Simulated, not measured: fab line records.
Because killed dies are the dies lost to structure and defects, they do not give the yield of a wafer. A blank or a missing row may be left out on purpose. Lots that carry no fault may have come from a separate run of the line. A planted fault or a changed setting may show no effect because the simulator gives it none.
fab line records	flow nandHarc
record: lots: 12	wafers: 34	lastDay: 33
route steps=1302 shown P_M2@331
lots untouched by any fault: they come from a run of this same line in which no faults occurred
startH: the number of hours between the record's first day and the start of the first shown wafer of the lot	waitH: hours since the lot's step before	" the same as in the row above	L1.1+2: a single row standing in for several wafers	- either no value or no given start	* or withheld: withheld	< > ~ a bound
route shown NAME@n: NAME is a module with steps in the file, n the number in the route of the first one	usual: mean/standard deviation of fault-free wafers	same: alike in all rows	chamber/n: place in a boat	sites: per-site readings	_std_site: the values' standard deviation	_edge_site: mean of outer sites minus mean of inner sites	radiusMm: how far each site lies from the wafer's centre	mask NAME#n: copy n	behind: the tool/chamber that last shaped the wafer	hold: why the lot was held/for how many hours/how that ended	device: whichever transistor did not switch (one of n, p or np)	end of line: at the end of the route, the tests of the same wafers	a step without rows: its recipe alone	killed: dies that structure and defects cost at the first sort, which is not the same as the wafer's yield	map: the dies of a wafer, with x for killed, . for not killed, _ for no die there
set.NAME: the setting the step ran with; set.NAME@STEP: the setting that earlier step ran with	model.NAME: the simulator's own value behind a step, which no gauge read
route steps across a sampled set of lots; one table per step, one row per wafer
services: when a tool's chamber went out of use (startH, in hours from the record's first day, below 0 if earlier), for how many hours, and the reason
== steps ==
step: NHARC_P_M2_DESCUM_14
recipe: timeS: 3	o2FlowSccm: 200	arFlowSccm: 0	biasPowerW: 0	chemistry: O2
usual: drypumpMotorCurrentA: 5.7/0.4	oesProductAu: 0.999/0.0088	rfVppV: 57.5/0.9	showerheadPlenumPTorr: 1.88/0.091	throttleValvePct: 11.311/0.0098
lot.wafer	tool	chamber	startH	waitH	drypumpMotorCurrentA	oesProductAu	rfHoursCounterH	rfVppV	showerheadPlenumPTorr	throttleValvePct
L351.4	rieDiel-06	0	123.96	0.1	6.1	0.991	9.3	58.6	1.89	11.304
L351.6	"	3	"	"	5.8	1.007	-	58.3	1.97	11.298
L351.5	"	0	"	"	6.1	0.993	-	57.0	1.89	11.333
L352.1	rieDiel-12	3	141.57	0.1	6.0	0.994	2.0	58.4	1.81	11.307
L352.5	"	0	"	"	5.6	1.002	-	58.0	1.79	11.318
L352.6	"	1	"	"	5.2	0.994	-	59.5	2.05	11.323
L353.2	rieDiel-06	3	150.63	0.1	5.8	1.002	0.3	58.5	1.97	11.300
L353.1	"	1	"	"	5.0	0.994	0.4	58.7	1.94	11.311
L353.5	"	3	"	"	5.8	0.999	-	57.1	1.97	11.299
L355.1	rieDiel-11	3	172.50	0.1	4.9	1.005	6.3	56.8	1.82	11.317
L355.3	"	2	"	"	6.3	1.002	4.5	57.4	1.85	11.314
L355.6	"	3	"	"	4.9	0.994	-	56.4	1.82	11.325
L357.2	rieDiel-12	2	191.16	0.1	6.0	1.011	4.5	56.8	1.97	11.314
L357.3	"	3	"	"	6.0	0.991	4.1	57.8	1.81	11.313
L357.6	"	1	"	"	5.2	0.987	-	58.0	2.05	11.296
L358.3	rieDiel-06	3	194.36	0.1	5.8	0.998	1.5	57.8	1.97	11.306
L358.1	"	2	"	"	5.8	1.013	1.7	55.9	1.80	11.314
L358.5	"	3	"	"	5.8	1.007	-	56.3	1.97	11.307
L360.4	rieDiel-12	2	215.85	0.1	6.0	1.012	5.6	55.8	1.97	11.320
L360.2	"	3	"	"	6.0	1.004	5.0	56.5	1.81	11.304
L360.1	"	0	"	"	5.7	1.007	4.1	56.4	1.79	11.307
L361.2	rieDiel-11	0	235.14	0.1	6.0	0.988	9.6	55.6	1.81	11.304
L361.6	"	3	"	"	4.9	0.999	-	56.7	1.82	11.316
L361.5	"	2	"	"	6.3	0.999	-	56.6	1.85	11.307
L369.3	rieDiel-11	0	312.29	0.1	5.9	0.998	3.1	57.5	1.81	11.305
L369.1	"	3	"	"	4.9	1.002	3.1	57.6	1.81	11.293
L370.6	rieDiel-06	2	326.44	0.1	5.8	1.010	-	56.6	1.79	11.318
L370.5	"	3	"	"	5.8	0.999	-	57.8	1.96	11.314
L372.1	rieDiel-12	3	334.17	0.1	6.0	0.997	2.8	57.7	1.81	11.310
L372.3	"	0	"	"	5.7	0.997	2.8	56.5	1.79	11.314
L372.6	"	2	"	"	6.0	0.980	-	58.8	1.97	11.328
L373.1	rieDiel-12	3	350.22	0.1	6.0	1.000	4.2	57.3	1.81	11.322
L373.3	"	0	"	"	5.7	0.991	4.1	56.9	1.79	11.326
L373.2	"	1	"	"	5.2	0.993	3.5	59.6	2.05	11.306
step: NHARC_P_M2_ECD_22
recipe: targetThkA: 4000	bathTempC: 25	material: Cu
lot.wafer	tool	chamber	startH	waitH
L351.4+5+6	ecdCu-02	0,0,1	125.84	-
L352.1+5+6	ecdCu-01	1,1,0	142.93	-
L353.1+2+5	ecdCu-01	0,1,0	152.07	-
L355.1+3+6	ecdCu-02	0,1,1	173.88	-
L357.2+3+6	ecdCu-01	0,1,1	192.52	-
L358.1+3+5	ecdCu-01	1,0,1	195.74	-
L360.2+1+4	ecdCu-02	0,1,1	217.23	-
L361.2+5+6	ecdCu-02	1,0,1	236.68	-
L369.1+3	ecdCu-01	1	313.73	-
L370.5+6	ecdCu-01	1,0	328.27	-
L372.1+3+6	ecdCu-02	0,1,1	335.59	-
L373.1+2+3	ecdCu-02	1,0,1	352.12	-
step: NHARC_P_M2_CMP_23
recipe: tOverpolishS: 20	targetThkNm: 144.3
usual: motorCurrentA: 12.1/1	timeToEndpointS: 29.2/2.4
lot.wafer	tool	chamber	startH	waitH	motorCurrentA	timeToEndpointS
L351.4	cmp-02	1	126.58	-	12.4	30.3
L351.5	"	0	"	"	12.9	27.0
L351.6	"	1	"	"	12.5	32.6
L352.1	cmp-01	1	143.66	-	11.4	28.5
L352.5	"	1	"	"	12.3	32.6
L352.6	"	2	"	"	11.0	28.1
L353.2	cmp-04	2	152.79	-	13.2	28.8
L353.1	"	1	"	"	11.5	34.4
L353.5	"	2	"	"	12.8	29.5
L355.3	cmp-02	3	174.62	-	14.0	29.9
L355.1	"	2	"	"	12.4	28.1
L355.6	"	0	"	"	12.9	26.4
L357.2	cmp-02	3	193.24	-	13.7	32.5
L357.3	"	1	"	"	12.5	30.1
L357.6	"	3	"	"	15.1	33.6
L358.1	cmp-04	2	196.47	-	13.0	23.6
L358.3	"	3	"	"	11.1	25.1
L358.5	"	3	"	"	11.2	23.7
L360.4	cmp-04	0	217.96	-	11.2	34.6
L360.1	"	2	"	"	12.9	30.0
L360.2	"	3	"	"	10.7	29.4
L361.2	cmp-04	1	237.65	-	11.5	30.1
L361.5	"	3	"	"	10.6	30.1
L361.6	"	0	"	"	11.1	30.9
L369.3	cmp-04	0	314.42	-	11.0	31.2
L369.1	"	1	"	"	12.4	16.9
L370.5	cmp-01	3	328.96	-	12.2	29.1
L370.6	"	0	"	"	12.6	17.7
L372.1	cmp-02	3	336.35	-	15.1	27.7
L372.3	"	0	"	"	12.8	31.6
L372.6	"	3	"	"	13.8	29.9
L373.2	cmp-02	0	352.83	-	13.1	26.8
L373.3	"	2	"	"	11.5	28.9
L373.1	"	3	"	"	13.7	30.9
step: NHARC_P_M2_THK_MEAS_24
recipe: thkMeasGauge: xrf
usual: thkNm: 144.6/1.4
lot.wafer	tool	chamber	startH	waitH	thkNm
L351.4	filmMetro-01	-	126.87	-	145.8
L351.5	"	-	"	"	142.6
L351.6	"	-	"	"	146.2
L352.1	filmMetro-02	-	143.97	-	144.2
L352.5	"	-	"	"	144.9
L352.6	"	-	"	"	143.2
L353.1	filmMetro-01	-	153.11	-	144.2
L353.2	"	-	"	"	143.4
L353.5	"	-	"	"	145.2
L355.1	filmMetro-02	-	174.93	-	143.1
L355.3	"	-	"	"	143.2
L355.6	"	-	"	"	145.2
L357.2	filmMetro-01	-	193.55	-	145.6
L357.3	"	-	"	"	145.7
L357.6	"	-	"	"	145.9
L358.1	filmMetro-02	-	196.78	-	143.2
L358.3	"	-	"	"	144.6
L358.5	"	-	"	"	142.7
L360.1	filmMetro-01	-	218.28	-	141.3
L360.2	"	-	"	"	146.6
L360.4	"	-	"	"	146.4
L361.2	filmMetro-01	-	237.91	-	143.8
L361.5	"	-	"	"	145.6
L361.6	"	-	"	"	147.6
L369.1	filmMetro-01	-	314.71	-	142.5
L369.3	"	-	"	"	142.8
L370.5	filmMetro-01	-	329.16	-	142.8
L370.6	"	-	"	"	145.5
L372.1	filmMetro-01	-	336.64	-	145.9
L372.3	"	-	"	"	145.8
L372.6	"	-	"	"	144.5
L373.1	filmMetro-02	-	353.15	-	144.2
L373.2	"	-	"	"	145.3
L373.3	"	-	"	"	145.5
step: NHARC_P_M2_DEP_33
recipe: targetThkA: 300	tempC: 370	targetThkNm: 30	pressureTorr: 3	flowSccm: 200	rfW: 450	material: SiCN
usual: heaterPowerW: 567/86
lot.wafer	tool	chamber	startH	waitH	heaterPowerW
L351.6	pecvd-02	0	127.30	0.2	544
L351.5	"	1	"	"	513
L351.4	"	2	"	"	601
L352.1	pecvd-01	2	144.31	0.1	634
L352.6	"	1	"	"	490
L352.5	"	0	"	"	692
L353.2	pecvd-01	0	153.41	0.1	713
L353.1	"	1	"	"	532
L353.5	"	0	"	"	709
L355.1	pecvd-04	2	175.34	0.1	564
L355.3	"	2	"	"	548
L355.6	"	0	"	"	646
L357.2	pecvd-04	0	193.90	0.1	698
L357.3	"	1	"	"	371
L357.6	"	2	"	"	572
L358.3	pecvd-02	0	197.13	0.1	541
L358.1	"	1	"	"	512
L358.5	"	2	"	"	539
L360.2	pecvd-04	1	218.58	0.1	385
L360.1	"	0	"	"	660
L360.4	"	0	"	"	658
L361.2	pecvd-04	0	238.26	0.1	699
L361.5	"	2	"	"	502
L361.6	"	1	"	"	401
L369.3	pecvd-04	1	315.05	0.1	375
L369.1	"	2	"	"	468
L370.5	pecvd-04	1	329.59	0.2	391
L370.6	"	2	"	"	515
L372.3	pecvd-01	2	336.94	0.1	629
L372.1	"	1	"	"	534
L372.6	"	2	"	"	639
L373.2	pecvd-04	2	353.45	0.1	599
L373.1	"	0	"	"	615
L373.3	"	1	"	"	404
== services ==
tool	chamber	startH	hours	kind
rieDiel-12	0	102.85	5.5	repair
cmp-04	-	112.49	4.0	pm
rieDiel-12	3	131.25	1.4	repair
cmp-02	-	134.66	4.0	pm
rieDiel-12	0	149.07	2.9	repair
ecdCu-01	-	160.35	8.0	pm
rieDiel-12	3	160.57	3.1	repair
pecvd-04	1	174.83	7.5	repair
cmp-02	-	179.12	1.9	repair
ecdCu-02	-	181.36	6.2	repair
cmp-04	-	210.60	4.0	pm
cmp-02	-	217.30	68.5	repair
rieDiel-12	2	232.34	4.2	repair
cmp-04	-	242.07	2.6	repair
ecdCu-02	-	244.00	8.0	pm
ecdCu-01	-	246.11	6.2	repair
rieDiel-12	-	268.40	9.0	pm
pecvd-04	-	269.23	13.0	pm
rieDiel-12	-	308.23	2.7	repair
cmp-02	-	317.82	3.9	repair
ecdCu-02	-	330.52	0.3	repair
rieDiel-12	1	333.85	8.8	repair
ecdCu-01	-	336.35	8.0	pm
rieDiel-12	2	348.83	4.7	repair
== key ==
firstSign: step: NHARC_P_M2_CMP_23	reading: timeToEndpointS	direction: down	sigmas: 4.9	usual: *	struck: *
effect none on later readings
metAt NHARC_P_M2_ECD_22
struckLots L369,L370
struckWafers L369.1,L370.6
notActingAt NHARC_P_M2_DESCUM_14,NHARC_P_M2_THK_MEAS_24,NHARC_P_M2_DEP_33
onsetBetween 195.74 313.73
fault: kind: processParameterDrift	tool: ecdCu-01	chamber: -	onsetH: 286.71	steps: NHARC_P_M2_ECD_22	channel: targetThkA	offset: *	shape: step	endH: 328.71	scope: struckWafersOnly	actsIn: *	stated: *
